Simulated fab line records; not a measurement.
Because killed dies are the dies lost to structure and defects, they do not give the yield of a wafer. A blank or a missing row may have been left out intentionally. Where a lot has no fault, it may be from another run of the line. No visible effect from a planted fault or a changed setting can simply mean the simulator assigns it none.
Matching of chambers	flow nandHarc	4 sister chambers for NHARC_A_STAIRCASE_CMP_450 on cmp-01
The step polishes SiO2, target thk 200 nm. 4 wafers are shown with their chamber, then 7 later ones without.

== WAFERS PAIRED WITH THEIR CHAMBERS ==
wafer	chamber	motorCurrentA (A)
L086.4	0	12.1
L089.5	3	11.6
L091.1	2	13.4
L091.2	1	11.4

== WAFERS WITH NO CHAMBER GIVEN ==
wafer	motorCurrentA (A)
L091.3	12.2
L094.1	11.1
L094.4	12.1
L094.6	11.6
L093.2	13.4
L093.3	11.6
L093.5	13.1

== WHICH CHAMBER EACH WENT THROUGH ==
wafer	from the rows above	in truth
L091.3	0	0
L094.1	can't be placed: 1 or 3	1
L094.4	0	0
L094.6	can't be placed: 3 or 1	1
L093.2	2	2
L093.3	can't be placed: 3 or 1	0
L093.5	2	2
Correctly placed: 4 of 7. Cannot be placed on the basis of these rows: 3; the candidates contain the true chamber in 2. Placed wrongly: 0.
How it was worked out, from the rows above alone: a wafer's distance from a chamber is the root of the sum, over the readings, of the square of ((its reading less the chamber's mean) divided by the reading's scatter). The wafer belongs to the nearest chamber; if the next one is less than 2 further off, it can't be placed. A chamber's mean is the mean of its shown wafers. The scatter: with one shown wafer a chamber, the root of the mean of the squares of how far each hidden wafer lies from its nearest shown one.
